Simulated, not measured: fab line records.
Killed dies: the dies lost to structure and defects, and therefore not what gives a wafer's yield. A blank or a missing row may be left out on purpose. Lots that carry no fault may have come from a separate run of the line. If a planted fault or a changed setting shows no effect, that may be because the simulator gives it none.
Lot-split experiment | flow n5 finfet | on a route of 1938 steps: 7 lots, 21 wafers read

## THE SPLIT ITSELF
At N5_BEOL_M14_COAT_65 (time 60 s, resist thk 450 nm), the setting spin rpm was moved away from the recipe's 1500 rpm on 5 of the 21 wafers read, by -10.0% to -3.9%. All remaining wafers had this setting at the recipe value.

The reading comes from the split's own step.

## THE READING
SOC_of_BEOL_M14_COAT_65.thk nm (the simulator's own value, which no gauge read), in nm, at N5_BEOL_M14_COAT_65 (time 60 s, resist thk 450 nm). There is no usual value for it anywhere in the file. Average 450.5 nm, standard deviation 1.3 nm, over the 16 wafers here run with the recipe.

wafer  | tool, chamber at the split | spin rpm as run, rpm | against the recipe | SOC_of_BEOL_M14_COAT_65.thk nm, nm | against lot-mates on the recipe
L075.1 | litho track-05, 0          | 1500                 | recipe             | 451.8                              | -
L075.2 | litho track-05, 0          | 1415                 | -5.7%              | 464.8                              | +13.1
L075.6 | litho track-05, 0          | 1500                 | recipe             | 451.6                              | -
L081.1 | litho track-01, 0          | 1500                 | recipe             | 449                                | -
L081.3 | litho track-01, 0          | 1500                 | recipe             | 449.4                              | -
L081.6 | litho track-01, 0          | 1500                 | recipe             | 448.8                              | -
L082.1 | litho track-02, 0          | 1378                 | -8.1%              | 471.2                              | +19.8
L082.3 | litho track-02, 0          | 1500                 | recipe             | 452                                | -
L082.5 | litho track-02, 0          | 1500                 | recipe             | 450.8                              | -
L084.2 | litho track-01, 0          | 1500                 | recipe             | 447.2                              | -
L084.5 | litho track-01, 0          | 1350                 | -10.0%             | 472.4                              | +25.2
L084.6 | litho track-01, 0          | 1350                 | -10.0%             | 471.6                              | +24.4
L083.2 | litho track-02, 0          | 1500                 | recipe             | 451                                | -
L083.4 | litho track-02, 0          | 1500                 | recipe             | 451                                | -
L083.6 | litho track-02, 0          | 1500                 | recipe             | 451.2                              | -
L087.3 | litho track-05, 0          | 1500                 | recipe             | 450.4                              | -
L087.4 | litho track-05, 0          | 1500                 | recipe             | 450                                | -
L087.5 | litho track-05, 0          | 1442                 | -3.9%              | 459                                | +8.8
L089.1 | litho track-05, 0          | 1500                 | recipe             | 450.8                              | -
L089.5 | litho track-05, 0          | 1500                 | recipe             | 452                                | -
L089.6 | litho track-05, 0          | 1500                 | recipe             | 451                                | -

THE FIT
A straight line over all 21 wafers: SOC_of_BEOL_M14_COAT_65.thk nm changes by -2.27 nm for each +1% of spin rpm; r = -0.99; the points scatter about the line by 1.4 nm.
The same after taking each lot's own level away (the mean of its wafers on the recipe; 21 wafers): -2.45 nm for each +1%; r = -1.00; scatter 0.42 nm.
On that fit, the largest move of spin rpm shifts the reading by 24 nm.
The lots' own levels span 447.20 to 451.70 nm, that is 3.5 times the standard deviation above.
The two slopes are in agreement: the lot-to-lot level therefore moves the slope only a little.
Check: with one of the wafers moved furthest among these (-10.0%) left out of the fit, the line predicts +24.1 nm for it against its lot-mates. Against them it came out at +25.2 nm.

## OTHER SPLITS ON THESE WAFERS
Note: prior to the reading, these wafers also went through further splits. Each is held against what the fit with the lots' levels taken away leaves over:
other split on the same wafers   | wafers away from the commonest value | r with SOC_of_BEOL_M14_COAT_65.thk nm (lot level and that fit taken away)
N5_BEOL_M9_COAT_05 spin rpm      | 8                                    | +0.31
N5_BEOL_M10_DEP_56 time s        | 7                                    | -0.31
N5_BEOL_M12_COAT_04 spin rpm     | 8                                    | +0.28
N5_BEOL_M12_ETCH_59 h2 flow sccm | 9                                    | -0.56
N5_BEOL_M12_SPUTTER_44 power w   | 6                                    | -0.21

## FILE'S OWN FIT
SOC_of_BEOL_M14_COAT_65.thk nm changes by -2.43 nm for each +1% of spin rpm, r = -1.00.
